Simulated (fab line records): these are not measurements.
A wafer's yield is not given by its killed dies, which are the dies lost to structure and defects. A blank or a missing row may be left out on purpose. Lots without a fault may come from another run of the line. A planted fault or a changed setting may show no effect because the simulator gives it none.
fab line records -- flow nand-harc
record: lots: 5, wafers: 15, last-day: 24
route steps=1159 shown P_GATE@155 END@1159
lots with no fault: from the same line, run without faults
start-h: start of the lot's first displayed wafer, in hours after the record's first day -- wait-h: hours elapsed since this lot's preceding step -- " repeats the value in the row above -- L1.1+2: one row covering several wafers at once -- - value missing, or start not given -- * or withheld: withheld -- < > ~ a bound
route shown NAME@n: names a module that has steps shown in the file, with the first one's number in the route -- usual: mean/standard deviation taken from wafers without a fault -- same: alike in all rows -- chamber/n: place in a boat -- sites: per-site readings -- _std_site: the standard deviation of these -- _edge_site: outer sites' mean less inner sites' -- radius-mm: for every site, how far away it sits from the centre of the wafer -- mask NAME#n: copy n -- behind: the most recent tool/chamber to have shaped the wafer -- hold: cause of the lot's hold/its duration in hours/its outcome -- device: transistor that didn't switch, given as n, p or np -- end of line: at the end of the route, the tests of the same wafers -- where a step has no rows: the recipe by itself -- killed: the dies lost at the first sort to structure and to defects; this is not the yield of the wafer -- map: the dies of a wafer, with x for killed, . for not killed, _ for no die there
set.NAME: the run value of the setting; set.NAME@STEP: its run value at that earlier step -- model.NAME: the simulator's own value behind a step, which no gauge read
lots at some steps of the route; a table a step, a row a wafer
services: from which hour (start-h, from the record's first day; less than 0 if before it) a tool's chamber was out of use, for how many hours, and why
== steps ==
step: NHARC_P_GATE_ALD_36
recipe: target-thk-a: 200, pulse-time-s: 60, ald-cycles: 223, temp-c: 400, material: SiNx
usual: heater-power-w: 852/100, precursor-pulse-height-rel: 0.998/0.021
same: pulse-time-s: 60
lot.wafer,tool,chamber,start-h,wait-h,heater-power-w,precursor-pulse-height-rel
L515.4,ald-sin-04,0,100.24,-,815,0.976
L515.3,ald-sin-04,1,101.31,-,1120,1.000
L515.6,ald-sin-04,0,104.53,-,837,0.996
L518.2,ald-sin-03,3,121.91,-,858,1.006
L518.6,ald-sin-03,2,124.72,-,746,1.012
L518.4,ald-sin-03,3,126.13,-,846,0.982
L527.2,ald-sin-03,1,177.57,-,744,0.981
L527.4,ald-sin-03,3,179.69,-,846,1.009
L527.1,ald-sin-03,0,180.75,-,791,1.017
L531.4,ald-sin-04,3,204.33,-,850,0.998
L531.3,ald-sin-04,0,205.39,-,833,0.978
L531.1,ald-sin-04,1,206.45,-,1016,0.990
L533.1,ald-sin-03,1,212.06,-,747,1.002
L533.6,ald-sin-03,1,216.29,-,747,0.982
L533.5,ald-sin-03,2,217.34,-,753,0.987
step: NHARC_P_GATE_ETCHBACK_37
recipe: target-depth-a: 345, time-s: 17.2, chf3-flow-sccm: 50, o2-flow-sccm: 10, ar-flow-sccm: 200, rf-w: 500, bias-w: 200, chemistry: CHF3/O2
usual: drypump-motor-current-A: 5.9/0.46, mfc-ar-sccm: 199.9/0.59, oes-product-au: 0.96/0.039, rf-vpp-V: 370.8/1.9, showerhead-plenum-p-Torr: 2.41/0.081, throttle-valve-pct: 20.572/0.0094
lot.wafer,tool,chamber,start-h,wait-h,drypump-motor-current-A,mfc-ar-sccm,oes-product-au,rf-hours-counter-h,rf-vpp-V,showerhead-plenum-p-Torr,throttle-valve-pct
L515.3,rie-diel-10,2,-,-,6.2,200.0,0.94,39,373.4,2.48,20.575
L515.4,rie-diel-10,0,-,-,5.4,200.6,0.95,44,372.6,2.50,20.561
L515.6,rie-diel-10,1,-,-,6.7,199.5,0.94,-,369.5,2.35,20.580
L518.2,rie-diel-03,1,-,-,5.7,200.0,0.92,18,369.3,2.30,20.578
L518.4,rie-diel-03,0,-,-,6.5,199.9,0.91,16,370.6,2.37,20.561
L518.6,rie-diel-03,1,-,-,5.7,199.6,0.93,-,366.7,2.30,20.579
L527.1,rie-diel-06,0,-,-,6.2,199.1,0.93,40,371.9,2.46,20.578
L527.4,rie-diel-06,1,-,-,5.8,200.1,0.94,41,368.9,2.40,20.575
L527.2,rie-diel-06,2,-,-,5.4,199.9,0.92,43,369.6,2.35,20.569
L531.1,rie-diel-10,1,-,-,6.7,200.5,1.00,10,368.4,2.34,20.575
L531.3,rie-diel-10,3,-,-,5.2,199.5,1.00,12,369.1,2.32,20.583
L531.4,rie-diel-10,0,-,-,5.4,199.9,1.00,11,372.4,2.49,20.576
L533.1,rie-diel-06,0,-,-,6.2,199.2,0.97,52,372.2,2.46,20.576
L533.5,rie-diel-06,2,-,-,5.4,200.2,0.95,-,368.8,2.35,20.582
L533.6,rie-diel-06,3,-,-,6.1,200.4,0.99,-,371.3,2.46,20.590
step: NHARC_P_GATE_STRIP_101
recipe: time-s: 20, o2-flow-sccm: 500, ar-flow-sccm: 0, bias-w: 0, chemistry: O2
usual: drypump-motor-current-A: 5.9/0.46, mfc-ar-sccm: 0.009/0.013, oes-product-au: 0.997/0.011, rf-vpp-V: 57.8/0.83, showerhead-plenum-p-Torr: 3.54/0.12, throttle-valve-pct: 17.038/0.0091
lot.wafer,tool,chamber,start-h,wait-h,drypump-motor-current-A,mfc-ar-sccm,oes-product-au,rf-hours-counter-h,rf-vpp-V,showerhead-plenum-p-Torr,throttle-valve-pct
L515.3,rie-diel-10,1,109.95,0.1,6.7,0,1.003,41,57.7,3.46,17.043
L515.4,rie-diel-10,0,109.95,0.1,5.5,0.011,0.988,44,59.4,3.67,17.043
L515.6,rie-diel-10,1,109.95,0.1,6.8,0,1.003,-,58.4,3.46,17.047
L518.4,rie-diel-03,2,130.80,0.1,5.6,0.044,0.981,19,57.6,3.77,17.058
L518.2,rie-diel-03,0,130.80,0.1,6.5,0.002,1.003,16,58.4,3.48,17.037
L518.6,rie-diel-03,2,130.80,0.1,5.6,0.044,0.977,-,59.4,3.77,17.041
L527.1,rie-diel-06,3,187.19,0.1,6.1,0,1.011,47,57.8,3.62,17.051
L527.2,rie-diel-06,0,187.19,0.1,6.2,0,0.994,40,57.3,3.61,17.058
L527.4,rie-diel-06,1,187.19,0.1,5.7,0,0.994,41,57.4,3.53,17.048
L531.4,rie-diel-10,3,213.94,0.1,5.2,0.022,0.993,12,57.0,3.41,17.016
L531.3,rie-diel-10,0,213.94,0.1,5.4,0.011,1.004,11,57.8,3.65,17.047
L531.1,rie-diel-10,1,213.94,0.1,6.8,0,0.997,10,57.1,3.44,17.043
L533.1,rie-diel-06,1,221.85,0.1,5.7,0,1.004,53,58.3,3.53,17.037
L533.5,rie-diel-06,1,221.85,0.1,5.8,0,1.000,-,58.7,3.53,17.035
L533.6,rie-diel-06,2,221.85,0.1,5.4,0.002,0.976,-,58.0,3.45,17.046
step: NHARC_P_GATE_PRECLEAN_97
recipe: time-s: 600, temp-c: 120, chemistry: SPM
step: NHARC_P_GATE_SRD_98
step: NHARC_P_GATE_PRECLEAN_99
recipe: time-s: *, temp-c: 50, bath-age-min: 0, chemistry: SC1
step: NHARC_P_GATE_SRD_100
step: NHARC_P_GATE_DEHYDRATE_38
recipe: temp-c: 150, time-s: 120
step: NHARC_P_GATE_HMDS_39
recipe: time-s: 30
step: NHARC_P_GATE_COAT_40
recipe: spin-rpm: 3000
step: NHARC_P_GATE_SOFTBAKE_41
recipe: temp-c: 122, time-s: 95
step: NHARC_P_GATE_EBR_42
step: NHARC_P_GATE_EXPOSE_43
recipe: na: 0.6, target-cd-nm: 720, dose-mj: 14.81, mask-id: P_NSD
usual: reticle-temp-C: 23.00/0.12
lot.wafer,tool,chamber,start-h,wait-h,mask,reticle-temp-C
L515.3,krf-scanner-01,0,110.73,-,P_NSD#0,22.97
L515.4,krf-scanner-01,0,110.73,-,P_NSD#0,23.06
L515.6,krf-scanner-01,0,110.73,-,P_NSD#0,23.14
L518.2,krf-scanner-01,0,131.44,-,P_HVPW#0,23.23
L518.4,krf-scanner-01,0,131.44,-,P_HVPW#0,23.03
L518.6,krf-scanner-01,0,131.44,-,P_HVPW#0,23.16
L527.1,krf-scanner-01,0,187.83,-,P_NSD#0,23.13
L527.2,krf-scanner-01,0,187.83,-,P_NSD#0,23.26
L527.4,krf-scanner-01,0,187.83,-,P_NSD#0,23.08
L531.1,krf-scanner-01,0,214.71,-,P_NSD#0,22.99
L531.3,krf-scanner-01,0,214.71,-,P_NSD#0,22.94
L531.4,krf-scanner-01,0,214.71,-,P_NSD#0,22.98
L533.1,krf-scanner-03,0,222.61,-,P_NSD#0,22.99
L533.5,krf-scanner-03,0,222.61,-,P_NSD#0,22.83
L533.6,krf-scanner-03,0,222.61,-,P_NSD#0,23.03
step: NHARC_P_GATE_PEB_44
recipe: peb-temp-c: 118, peb-time-s: 85
step: NHARC_P_GATE_DEVELOP_45
recipe: time-s: 70
step: NHARC_P_GATE_CD_MEAS_46
recipe: target-cd-nm: 720, landing-energy-ev: 500
usual: cd-nm: 719.6/2
lot.wafer,tool,chamber,start-h,wait-h,cd-nm
L515.3,cd-sem-01,0,110.88,-,722.6
L515.4,cd-sem-01,0,110.88,-,722.2
L515.6,cd-sem-01,0,110.88,-,720.8
L518.2,cd-sem-02,0,131.60,-,-
L518.4,cd-sem-02,0,131.60,-,-
L518.6,cd-sem-02,0,131.60,-,-
L527.1,cd-sem-01,0,187.99,-,718.2
L527.2,cd-sem-01,0,187.99,-,720.4
L527.4,cd-sem-01,0,187.99,-,716.9
L531.1,cd-sem-02,0,214.87,-,718.6
L531.3,cd-sem-02,0,214.87,-,720.0
L531.4,cd-sem-02,0,214.87,-,719.8
L533.1,cd-sem-01,0,222.77,-,718.2
L533.5,cd-sem-01,0,222.77,-,720.3
L533.6,cd-sem-01,0,222.77,-,720.2
step: NHARC_P_GATE_HARDBAKE_47
recipe: temp-c: 125, time-s: 80
step: NHARC_END_SORT_01
recipe: temp-c: 25
usual: killed-at-array: 29/11, killed-at-other: 0.5/0.8, killed-at-periphery: 3.5/2.8, killed-dies: 33/12, killed-open: 3.1/1.8, killed-short: 1.8/1.4
same: gross-dies: 677
lot.wafer,tool,chamber,start-h,wait-h,killed-at-array,killed-at-other,killed-at-periphery,killed-dies,killed-open,killed-short
L518.2,prober-02,0,485.26,2.8,17,0,660,677,3,5
L518.4,prober-02,0,486.86,3.4,11,0,666,677,4,0
L518.6,prober-02,0,488.46,4.0,13,2,662,677,1,1
L527.2,prober-01,0,522.58,2.8,28,0,4,32,4,1
killed by level:class
L518.2 P_GATE:area-expose=656 A_CONTACT:chamber-film-flake=4 A_CONTACT:geometric-particle:short=3 A_STAIRCASE:chamber-film-flake=3 P_ZERO_WELL:chamber-film-flake=2 A_ZERO_WELL:chamber-film-flake=2 P_CONTACT:geometric-particle:short=1 P_M0:geometric-particle:open=1
L518.4 P_GATE:area-expose=662 A_CONTACT:chamber-film-flake=4 A_CHANNEL_HOLE_D1:chamber-film-flake=3 A_CONTACT:geometric-particle:open=2 P_CONTACT:geometric-particle:open=1 P_M1:geometric-particle:open=1 P_ZERO_WELL:chamber-film-flake=1 P_GATE:chamber-film-flake=1
L518.6 P_GATE:area-expose=660 A_CHANNEL_HOLE_D1:chamber-film-flake=5 A_CONTACT:chamber-film-flake=3 P_GATE:chamber-film-flake=2 THIN_TSV:chamber-film-flake=2 A_CHANNEL_FILL_D1:geometric-particle:short=1 A_CONTACT:geometric-particle:open=1 A_ZERO_WELL:chamber-film-flake=1
L527.2 A_CHANNEL_HOLE_D1:chamber-film-flake=8 A_STAIRCASE:chamber-film-flake=8 A_CONTACT:chamber-film-flake=6 A_CHANNEL_FILL_D1:chamber-film-flake=2 P_GATE:geometric-particle:open=1 P_M2:geometric-particle:open=1 A_ONON_D1:geometric-particle:open=1 A_CHANNEL_HOLE_D1:geometric-particle:open=1
map L518.2 (x killed, . not)
____________x____________
_________xxxxxxx_________
_______xxxxxxxxxxx_______
______xxxxxxxxxxxxx______
_____xxxxxxxxxxxxxxx_____
____xxxxxxxxxxxxxxxxx____
____xxxxxxxxxxxxxxxxx____
___xxxxxxxxxxxxxxxxxxx___
___xxxxxxxxxxxxxxxxxxx___
__xxxxxxxxxxxxxxxxxxxxx__
__xxxxxxxxxxxxxxxxxxxxx__
_xxxxxxxxxxxxxxxxxxxxxxx_
_xxxxxxxxxxxxxxxxxxxxxxx_
_xxxxxxxxxxxxxxxxxxxxxxx_
_xxxxxxxxxxxxxxxxxxxxxxx_
_xxxxxxxxxxxxxxxxxxxxxxx_
xxxxxxxxxxxxxxxxxxxxxxxxx
xxxxxxxxxxxxxxxxxxxxxxxxx
xxxxxxxxxxxxxxxxxxxxxxxxx
xxxxxxxxxxxxxxxxxxxxxxxxx
xxxxxxxxxxxxxxxxxxxxxxxxx
_xxxxxxxxxxxxxxxxxxxxxxx_
_xxxxxxxxxxxxxxxxxxxxxxx_
_xxxxxxxxxxxxxxxxxxxxxxx_
_xxxxxxxxxxxxxxxxxxxxxxx_
_xxxxxxxxxxxxxxxxxxxxxxx_
__xxxxxxxxxxxxxxxxxxxxx__
__xxxxxxxxxxxxxxxxxxxxx__
___xxxxxxxxxxxxxxxxxxx___
___xxxxxxxxxxxxxxxxxxx___
____xxxxxxxxxxxxxxxxx____
____xxxxxxxxxxxxxxxxx____
_____xxxxxxxxxxxxxxx_____
______xxxxxxxxxxxxx______
_______xxxxxxxxxxx_______
_________xxxxxxx_________
____________x____________
map L527.2 (x killed, . not)
____________.____________
_________...x..._________
_______.......x..._______
______.............______
_____..............._____
____.................____
____.................____
___...............x...___
___...............x...___
__.x...................__
__...........x.........__
_......................._
_.....x................._
_.........x....x......x._
_............x.........._
_...................x..._
.........................
.........................
x................x.......
...x.....................
.........................
_...............x......._
_.......x.........x....._
_x......................_
_..............x........_
_................x......_
__..........x......x...__
__.....................__
___....x.x.xx.........___
___...................___
____......x..........____
____.x....x..........____
_____...x.x........._____
______.............______
_______..........._______
_________......._________
____________.____________
== services ==
tool,chamber,start-h,hours,kind
rie-diel-06,0,79.77,16.4,repair
rie-diel-10,0,82.00,-,clean
rie-diel-10,1,82.00,-,clean
rie-diel-10,2,82.00,-,clean
rie-diel-10,3,82.00,-,clean
krf-scanner-01,-,84.00,4.0,pm
rie-diel-03,3,98.17,3.2,repair
rie-diel-06,0,98.79,-,clean
rie-diel-06,1,98.79,-,clean
rie-diel-06,2,98.79,-,clean
rie-diel-06,3,98.79,-,clean
rie-diel-03,3,101.92,2.9,repair
rie-diel-10,0,106.50,-,clean
ald-sin-03,1,117.49,4.7,repair
rie-diel-06,1,127.19,12.3,repair
ald-sin-03,3,136.76,2.5,repair
rie-diel-06,2,165.12,11.5,repair
krf-scanner-03,-,168.00,4.0,pm
rie-diel-03,-,169.72,0.3,repair
rie-diel-10,-,176.50,9.0,pm
rie-diel-10,-,189.74,0.2,repair
rie-diel-03,3,197.18,19.8,repair
ald-sin-03,2,206.82,1.2,repair
rie-diel-03,-,215.30,9.0,pm
== key ==
first-sign: step: NHARC_P_GATE_EXPOSE_43, reading: mask, direction: changed
effect: step: NHARC_P_GATE_CD_MEAS_46, reading: cd-nm, direction: missing
effect: step: NHARC_END_SORT_01, reading: killed-at-periphery, direction: up, sigmas: 99+, usual: 3.5, struck: 662.7
more-kills-born-at: NHARC_P_GATE_EXPOSE_43@krf-scanner-01: 1978
met-at NHARC_P_GATE_EXPOSE_43
struck-wafers L518.2,L518.4,L518.6
later-rows-left-out L518.2,L518.4,L518.6
tester-left-out L518
onset-between 110.73 131.44
fault: kind: wrong-mask, tool: any, chamber: -, onset-h: 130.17, steps: NHARC_P_GATE_EXPOSE_43, aux-copy: P_HVPW#0, scope: struck-lots-only
tester-left-out: of these lots the tester's yield and bins aren't shown, on N5 and GAA mostly nor the transistor test; their killed dies are dies lost to structure and defects alone, not to doping, threshold or leakage, so they don't give the yield
later-rows-left-out: the simulator's readings of these wafers behind a module that went badly wrong aren't trusted and aren't shown, but for the sort
